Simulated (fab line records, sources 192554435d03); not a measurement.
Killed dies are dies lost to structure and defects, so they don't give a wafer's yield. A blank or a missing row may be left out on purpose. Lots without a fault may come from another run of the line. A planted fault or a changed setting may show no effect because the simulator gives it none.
Chamber matching | flow n5_finfet | N5_BEOL_M6_STRIP_19 on rie_diel-02: 4 sister chambers
The step strips in O2. 18 wafers are shown with their chamber, then 9 later ones without.

WAFERS WITH THEIR CHAMBER
wafer  | chamber | drypump_motor_current_A (A) | showerhead_plenum_p_Torr (Torr) | throttle_valve_pct (%)
L075.1 | 3       | 5.9                         | 2.20                            | 16.40
L075.3 | 2       | 5.7                         | 2.02                            | 16.64
L075.5 | 1       | 6.1                         | 2.00                            | 16.70
L077.1 | 2       | 5.7                         | 2.02                            | 16.65
L077.2 | 1       | 6.1                         | 1.99                            | 16.72
L077.6 | 1       | 6.2                         | 1.99                            | 16.72
L079.2 | 2       | 5.7                         | 2.02                            | 16.66
L079.3 | 3       | 5.9                         | 2.19                            | 16.44
L079.6 | 1       | 6.2                         | 1.99                            | 16.71
L082.4 | 2       | 5.7                         | 2.02                            | 16.69
L082.5 | 1       | 6.1                         | 1.99                            | 16.73
L082.6 | 2       | 5.7                         | 2.02                            | 16.67
L084.1 | 1       | 6.1                         | 1.99                            | 16.74
L084.4 | 0       | 5.2                         | 2.06                            | 16.75
L084.6 | 2       | 5.7                         | 2.02                            | 16.66
L090.2 | 2       | 5.7                         | 2.01                            | 16.71
L090.4 | 3       | 5.9                         | 2.18                            | 16.47
L090.6 | 1       | 6.1                         | 1.98                            | 16.76

SIGNATURES (means of the wafers above)
reading                  | chamber 0 | chamber 1 | chamber 2 | chamber 3 | scatter within a chamber
drypump_motor_current_A  | 5.200     | 6.129     | 5.700     | 5.900     | 0.0319
showerhead_plenum_p_Torr | 2.0600    | 1.9900    | 2.0186    | 2.1900    | 0.00589
throttle_valve_pct       | 16.7500   | 16.7257   | 16.6686   | 16.4367   | 0.0244
Rule: a wafer's distance from a chamber is the root of the sum, over the readings, of the square of ((its reading less the chamber's mean) divided by the reading's scatter). The wafer belongs to the nearest chamber; if the next one is less than 2 further off, it can't be placed. The scatter: the root of (the sum of the squares of (reading less its chamber's mean) over the shown wafers, divided by (wafers less chambers)).

WAFERS WITHOUT THEIR CHAMBER
wafer  | drypump_motor_current_A (A) | showerhead_plenum_p_Torr (Torr) | throttle_valve_pct (%)
L093.2 | 5.9                         | 2.18                            | 16.46
L093.4 | 6.1                         | 1.98                            | 16.76
L093.5 | 5.2                         | 2.05                            | 16.80
L094.3 | 5.2                         | 2.05                            | 16.78
L094.4 | 5.9                         | 2.18                            | 16.47
L094.5 | 6.1                         | 1.98                            | 16.77
L096.2 | 5.7                         | 2.01                            | 16.72
L096.4 | 5.2                         | 2.05                            | 16.80
L096.6 | 5.9                         | 2.18                            | 16.50

WHICH CHAMBER EACH WENT THROUGH
wafer  | from the rows above | in truth
L093.2 | 3                   | 3
L093.4 | 1                   | 1
L093.5 | 0                   | 0
L094.3 | 0                   | 0
L094.4 | 3                   | 3
L094.5 | 1                   | 1
L096.2 | 2                   | 2
L096.4 | 0                   | 0
L096.6 | 3                   | 3
Placed correctly: 9 of 9. Can't be placed from these rows: 0. Placed wrongly: 0.
